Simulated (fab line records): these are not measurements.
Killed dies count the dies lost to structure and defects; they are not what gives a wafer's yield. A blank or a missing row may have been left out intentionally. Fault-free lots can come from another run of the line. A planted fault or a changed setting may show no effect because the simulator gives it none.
Matching of chambers	flow n5_finfet	cmp-03 running N5_BEOL_M10_CMP_52: 4 sister chambers
The step polishes, stops on SiCOH lowk, t overpolish 7 s, target thk 140 nm. 4 wafers are shown with their chamber, then 11 later ones without.

WAFERS, EACH WITH ITS CHAMBER
wafer	chamber	motor_current_A (A)
L083.1	0	7.3
L086.2	3	5.4
L086.4	1	5.6
L091.2	2	6.3

WAFERS WITH NO CHAMBER GIVEN
wafer	motor_current_A (A)
L091.5	5.3
L091.6	7.4
L090.2	7.5
L090.3	6.2
L090.5	5.9
L094.2	7.3
L094.3	5.2
L094.5	7.8
L093.2	7.4
L093.3	5.4
L093.6	6.3

THE CHAMBER EACH PASSED THROUGH
wafer	from the rows above	in truth
L091.5	can't be placed: 3 or 1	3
L091.6	0	0
L090.2	0	0
L090.3	2	2
L090.5	can't be placed: 1 or 2 or 3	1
L094.2	0	0
L094.3	can't be placed: 3 or 1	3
L094.5	0	0
L093.2	0	0
L093.3	can't be placed: 3 or 1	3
L093.6	2	2
7 of 11 placed correctly. Unplaceable from these rows: 4, with the true chamber sitting among the candidates in 4. Wrongly placed: 0.
How it was worked out, from the rows above alone: a wafer's distance from a chamber is the root of the sum, over the readings, of the square of ((its reading less the chamber's mean) divided by the reading's scatter). If the next closest chamber is less than 2 further off than the closest, the wafer can't be placed; otherwise it belongs to the closest. For every chamber, the mean is computed from those of its wafers that are shown. The scatter: with one shown wafer a chamber, the root of the mean of the squares of how far each hidden wafer lies from its nearest shown one.
